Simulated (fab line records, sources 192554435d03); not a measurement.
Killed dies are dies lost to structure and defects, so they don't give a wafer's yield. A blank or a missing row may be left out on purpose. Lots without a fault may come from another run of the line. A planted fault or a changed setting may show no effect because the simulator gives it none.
Which tool did it? | flow n5_finfet | 11 lots, 30 wafers sampled, at 4 steps of a route of 1938

WHAT THE GAUGES READ, wafer by wafer
The record holds no reading of a measuring or inspecting step that can be judged against a usual standard deviation.

WHICH TOOL RAN EACH LOT (tool, then ch and the chambers of the sampled wafers, then the start)
lot  | N5_BEOL_M10_ETCH_65                | N5_BEOL_M10_VIA_ETCH_34            | N5_BEOL_M10_ALD_74                  | N5_BEOL_M10_SPUTTER_48
L313 | rie_diel-05 ch 1,2, day 9 12:52    | rie_diel-05 ch 1,2, day 9 13:02    | ald_metal-03 ch 1,2,3, day 9 14:02  | pvd_sputter-02, day 9 14:38
L315 | rie_diel-05 ch 1,2,3, day 9 23:11  | rie_diel-05 ch 1,2,3, day 9 23:22  | ald_metal-02 ch 1,3, day 10 00:40   | pvd_sputter-03, day 10 01:50
L317 | rie_diel-03 ch 1,3, day 11 08:37   | rie_diel-03 ch 1,3, day 11 08:47   | ald_metal-02 ch 0,1,3, day 11 10:38 | pvd_sputter-01, day 11 11:25
L322 | rie_diel-05 ch 0,1,3, day 12 08:11 | rie_diel-05 ch 0,1,3, day 12 08:22 | ald_metal-02 ch 1,2, day 12 09:42   | pvd_sputter-03, day 12 10:25
L325 | rie_diel-05 ch 0,1, day 13 05:24   | rie_diel-05 ch 0,1, day 13 05:35   | ald_metal-02 ch 0,1, day 13 07:05   | pvd_sputter-02, day 13 07:48
L328 | rie_diel-06 ch 0,3, day 13 22:20   | rie_diel-06 ch 0,3, day 13 22:31   | ald_metal-02 ch 0,3, day 14 01:04   | pvd_sputter-01, day 14 01:50
L331 | rie_diel-06 ch 0,1,3, day 14 03:01 | rie_diel-06 ch 0,1,3, day 14 03:11 | ald_metal-01 ch 0,1,2, day 14 04:51 | pvd_sputter-02, day 14 05:31
L330 | rie_diel-06 ch 1, day 14 03:32     | rie_diel-06 ch 1, day 14 03:43     | ald_metal-02 ch 0,1, day 14 04:56   | pvd_sputter-02, day 14 05:36
L333 | rie_diel-06 ch 0,1, day 14 21:47   | rie_diel-06 ch 0,1, day 14 21:57   | ald_metal-01 ch 1,2,3, day 14 23:26 | pvd_sputter-02, day 15 00:32
L335 | rie_diel-03 ch 0,2,3, day 15 21:32 | rie_diel-03 ch 0,2,3, day 15 21:43 | ald_metal-03 ch 1,2,3, day 15 22:51 | pvd_sputter-03, day 15 23:30
L336 | rie_diel-03 ch 0,1,3, day 15 22:04 | rie_diel-03 ch 0,1,3, day 15 22:14 | ald_metal-01 ch 0,3, day 15 23:31   | pvd_sputter-01, day 16 00:02
- N5_BEOL_M10_ETCH_65: etches SiARC in CF4, target depth 39 nm, time 65 s.
- N5_BEOL_M10_VIA_ETCH_34: etches SiCOH lowk in C4F6/O2, target depth 184.5 nm, time 69.2 s.
- N5_BEOL_M10_ALD_74: deposits TaN, target thk 2 nm, pulse time 2 s, purge time 3 s.
- N5_BEOL_M10_SPUTTER_48: material Cu, target thk 12 nm, time 2 s.

WHAT THE TOOLS THEMSELVES READ (means of the sampled wafers that have a number; where no wafer has one, the mark that the record gives instead)
N5_BEOL_M10_ETCH_65. Usual: cf4_flow_sccm 100.03 sccm, standard deviation 0.29; drypump_motor_current_A 5.6 A, standard deviation 0.36; etch_rf_on_time_s 64.4 s, standard deviation 1.2; oes_product_au 0.66 a.u., standard deviation 0.069; rf_vpp_V 183.9 V, standard deviation 1.1; showerhead_plenum_p_Torr 2.13 Torr, standard deviation 0.063; throttle_valve_pct 15.59 %, standard deviation 0.14.
lot  | tool        | cf4_flow_sccm (sccm) | drypump_motor_current_A (A) | etch_rf_on_time_s (s) | oes_product_au (a.u.) | rf_vpp_V (V) | showerhead_plenum_p_Torr (Torr) | throttle_valve_pct (%) | flag
L313 | rie_diel-05 | 99.99                | 5.4                         | 65.4                  | 0.62                  | 184.3        | 2.15                            | 15.57                  |
L315 | rie_diel-05 | 100.26               | 5.4                         | 63.7                  | 0.67                  | 184.0        | 2.14                            | 15.54                  |
L317 | rie_diel-03 | 100.06               | 5.4                         | 64.5                  | 0.76                  | 184.7        | 2.15                            | 15.57                  |
L322 | rie_diel-05 | 100.05               | 5.4                         | 63.8                  | 0.65                  | 183.1        | 2.10                            | 15.70                  |
L325 | rie_diel-05 | 100.31               | 5.5                         | 64.4                  | 0.59                  | 183.1        | 2.11                            | 15.75                  |
L328 | rie_diel-06 | 99.84                | 5.7                         | 65.3                  | 0.68                  | 181.9        | 2.10                            | 15.56                  |
L331 | rie_diel-06 | 100.06               | 5.6                         | 65.2                  | 0.66                  | 183.7        | 2.11                            | 15.52                  |
L330 | rie_diel-06 | 99.87                | 5.4                         | 64.5                  | 0.62                  | 183.7        | 2.12                            | 15.45                  |
L333 | rie_diel-06 | 100.01               | 5.1                         | 65.9                  | 0.71                  | 184.3        | 2.16                            | 15.45                  |
L335 | rie_diel-03 | 100.00               | 6.0                         | 64.3                  | 0.65                  | 182.9        | 2.05                            | 15.70                  |
L336 | rie_diel-03 | 100.15               | 5.7                         | 64.5                  | 0.68                  | 183.6        | 2.10                            | 15.67                  |

N5_BEOL_M10_VIA_ETCH_34. Usual: drypump_motor_current_A 5.6 A, standard deviation 0.36; oes_product_au 0.78 a.u., standard deviation 0.082; rf_vpp_V 667 V, standard deviation 14; showerhead_plenum_p_Torr 2.83 Torr, standard deviation 0.083; throttle_valve_pct 20.88 %, standard deviation 0.16.
lot  | tool        | drypump_motor_current_A (A) | oes_product_au (a.u.) | rf_vpp_V (V) | showerhead_plenum_p_Torr (Torr) | throttle_valve_pct (%) | flag
L313 | rie_diel-05 | 5.3                         | 0.72                  | 672          | 2.87                            | 20.86                  |
L315 | rie_diel-05 | 5.4                         | 0.79                  | 674          | 2.86                            | 20.88                  |
L317 | rie_diel-03 | 5.4                         | 0.89                  | 683          | 2.85                            | 20.89                  |
L322 | rie_diel-05 | 5.4                         | 0.75                  | 662          | 2.80                            | 21.00                  |
L325 | rie_diel-05 | 5.5                         | 0.69                  | 653          | 2.80                            | 20.99                  |
L328 | rie_diel-06 | 5.8                         | 0.80                  | 674          | 2.80                            | 20.88                  |
L331 | rie_diel-06 | 5.6                         | 0.77                  | 670          | 2.81                            | 20.80                  |
L330 | rie_diel-06 | 5.4                         | 0.73                  | 660          | 2.82                            | 20.62                  |
L333 | rie_diel-06 | 5.1                         | 0.83                  | 676          | 2.87                            | 20.74                  |
L335 | rie_diel-03 | 6.0                         | 0.75                  | 665          | 2.73                            | 20.99                  |
L336 | rie_diel-03 | 5.7                         | 0.80                  | 673          | 2.79                            | 20.98                  |

N5_BEOL_M10_ALD_74. Usual: chamber_pressure_Torr 3.001 Torr, standard deviation 0.0059; heater_power_w 410 W, standard deviation 38; mfc_carrier_sccm 1500 sccm, standard deviation 4.5.
lot  | tool         | chamber_pressure_Torr (Torr) | heater_power_w (W) | mfc_carrier_sccm (sccm) | flag
L313 | ald_metal-03 | 3.002                        | 440                | 1501                    |
L315 | ald_metal-02 | 3.001                        | 380                | 1501                    |
L317 | ald_metal-02 | 2.999                        | 394                | 1499                    |
L322 | ald_metal-02 | 2.999                        | 416                | 1500                    |
L325 | ald_metal-02 | 3.006                        | 413                | 1500                    |
L328 | ald_metal-02 | 3.005                        | 387                | 1498                    |
L331 | ald_metal-01 | 3.006                        | 423                | 1501                    |
L330 | ald_metal-02 | 3.000                        | 413                | 1498                    |
L333 | ald_metal-01 | 3.001                        | 385                | 1499                    |
L335 | ald_metal-03 | 3.007                        | 408                | 1501                    |
L336 | ald_metal-01 | 3.003                        | 418                | 1494                    |

N5_BEOL_M10_SPUTTER_48. Usual: throttle_valve_pct 30.2 %, standard deviation 1.1.
lot  | tool           | throttle_valve_pct (%) | flag
L313 | pvd_sputter-02 | 30.2                   |
L315 | pvd_sputter-03 | 29.2                   |
L317 | pvd_sputter-01 | 31.4                   |
L322 | pvd_sputter-03 | 30.1                   |
L325 | pvd_sputter-02 | 29.5                   |
L328 | pvd_sputter-01 | 30.4                   |
L331 | pvd_sputter-02 | 29.5                   |
L330 | pvd_sputter-02 | 30.1                   |
L333 | pvd_sputter-02 | 29.8                   |
L335 | pvd_sputter-03 | 31.3                   |
L336 | pvd_sputter-01 | 31.1                   |

THE ANSWER, worked out from the rows above alone
Rule: a lot is off if the mean of its wafers that have a number lies more than 3 standard deviations from the usual mean. A lot without any number at a reading at which 4 lots or more have one is off too. The other lots that the step has rows for count as sound. The gauges are gone through in route order, then the tools' own readings, and for those a lot's mean is taken as printed above. The first step at which some lot is off is used, and at that step the reading that is off furthest; a lot without a number counts as furthest.
No lot is off at any reading shown: from this, nothing can be told.

WHAT THE SIMULATOR HAD PUT IN
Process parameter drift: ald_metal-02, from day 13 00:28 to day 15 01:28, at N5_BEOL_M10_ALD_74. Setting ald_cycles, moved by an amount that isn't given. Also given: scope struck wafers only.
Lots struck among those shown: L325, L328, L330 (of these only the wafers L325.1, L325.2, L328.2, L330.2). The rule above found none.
